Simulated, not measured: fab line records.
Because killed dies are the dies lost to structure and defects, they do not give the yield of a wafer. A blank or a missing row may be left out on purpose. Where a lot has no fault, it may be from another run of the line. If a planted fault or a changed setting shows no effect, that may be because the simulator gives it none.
Lot-split experiment	flow n5Finfet	21 wafers read across 7 lots, on a route 1938 steps long

## ABOUT THE SPLIT
At N5_BEOL_M14_PEB_08 (peb time 90 s), the setting pebTempC was moved away from the recipe's 130 C on 8 of the 21 wafers read, by -2.6% to +2.7%. For the rest of the wafers, this setting stayed at what the recipe calls for.

## FROM THE SPLIT TO THE READING: what the file shows between them, 10 steps
- N5_BEOL_M14_DEVELOP_09: develop time 45 s
- N5_BEOL_M14_HARDBAKE_14: time 120 s
- N5_BEOL_M14_CD_MEAS_10: target cd 250 nm
- N5_BEOL_M14_DESCUM_15: chemistry O2, time 7.9 s
- N5_BEOL_M14_ETCH_59: etches BARC in N2/H2, target depth 89 nm, overetch 26.7 nm, time 67.9 s
- N5_BEOL_M14_VIA_ETCH_16: etches SiO2 in C4F8/O2/Ar, target depth 1231.3 nm
- N5_BEOL_M14_STRIP_63: strips in O2
- N5_BEOL_M14_STRIP_64: strips in O2
- N5_BEOL_M14_STRIP_71: strips in post etch residue remover, time 60 s
- N5_BEOL_M14_SRD_72: time 30 s, dry time 30 s

## THE READING
cdNm at N5_BEOL_M14_CD_MEAS_17, given in nm (cd target 250 nm). On this fab line, fault-free wafers typically give 251 nm with a standard deviation of 3.1 nm.

wafer	tool, chamber at the split	pebTempC as run, C	against the recipe	cdNm, nm	against lot-mates on the recipe
L074.2	lithoTrack-05, 0	130	recipe	250	-
L074.4	lithoTrack-05, 0	133.5	+2.7%	266	+14
L074.6	lithoTrack-05, 0	130	recipe	254	-
L077.1	lithoTrack-05, 0	130	recipe	250	-
L077.2	lithoTrack-05, 0	130	recipe	249	-
L077.4	lithoTrack-05, 0	128	-1.5%	243	-6
L078.2	lithoTrack-03, 0	133.4	+2.6%	266	+13
L078.3	lithoTrack-03, 0	130	recipe	253	-
L078.6	lithoTrack-03, 0	133.4	+2.6%	267	+14
L087.1	lithoTrack-05, 0	130	recipe	255	-
L087.2	lithoTrack-05, 0	130	recipe	250	-
L087.6	lithoTrack-05, 0	130	recipe	256	-
L089.4	lithoTrack-03, 0	130	recipe	251	-
L089.5	lithoTrack-03, 0	130	recipe	251	-
L089.6	lithoTrack-03, 0	126.6	-2.6%	233	-18
L091.2	lithoTrack-05, 0	128.7	-1.0%	239	-14
L091.5	lithoTrack-05, 0	128.7	-1.0%	244	-9
L091.6	lithoTrack-05, 0	130	recipe	253	-
L090.1	lithoTrack-05, 0	130	recipe	256	-
L090.4	lithoTrack-05, 0	132.8	+2.2%	268	+12
L090.6	lithoTrack-05, 0	130	recipe	256	-

FIT RESULTS
A straight line over all 21 wafers: cdNm changes by +6.36 nm for each +1% of pebTempC; r = +0.95; the points scatter about the line by 2.9 nm.
The same after taking each lot's own level away (the mean of its wafers on the recipe; 21 wafers): +5.92 nm for each +1%; r = +0.96; scatter 2.5 nm.
Per that fit: largest pebTempC move, reading shift of 16 nm.
Across the lots, their own levels run from 249.5 to 256.0 nm, a range of 2.1 times the standard deviation given above.
Hence the lot-to-lot level has little effect on the slope; both slopes agree.
Check: for one of the wafers moved furthest among these (+2.7%), held out of the fit, the line's prediction against its lot-mates is +15.4 nm. Against them it came out at +14 nm.

## OTHER SPLITS ON THESE WAFERS
These wafers also went through other splits before the reading. Each is held against what the fit with the lots' levels taken away leaves over:
other split on the same wafers	wafers away from the commonest value	r with cdNm (lot level and that fit taken away)
N5_BEOL_M10_ALD_74 aldCycles	9	+0.29
N5_BEOL_M12_ETCH_68 timeS	11	-0.10
N5_BEOL_M14_ILD_DEP_00 timeS	8	+0.15

## THE WHOLE CHAIN: every reading that the file lists as answering this split, in the file's order
step	what it does	reading	change (the file's fit)	r (the file's)
N5_BEOL_M14_CD_MEAS_10	target cd 250 nm	cdNm	+5.5 nm for each +1% of the setting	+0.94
N5_BEOL_M14_CD_MEAS_17	target cd 250 nm	cdNm	+5.73 nm for each +1% of the setting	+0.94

## FILE'S OWN FIT
cdNm changes by +5.73 nm for each +1% of pebTempC, r = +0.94.
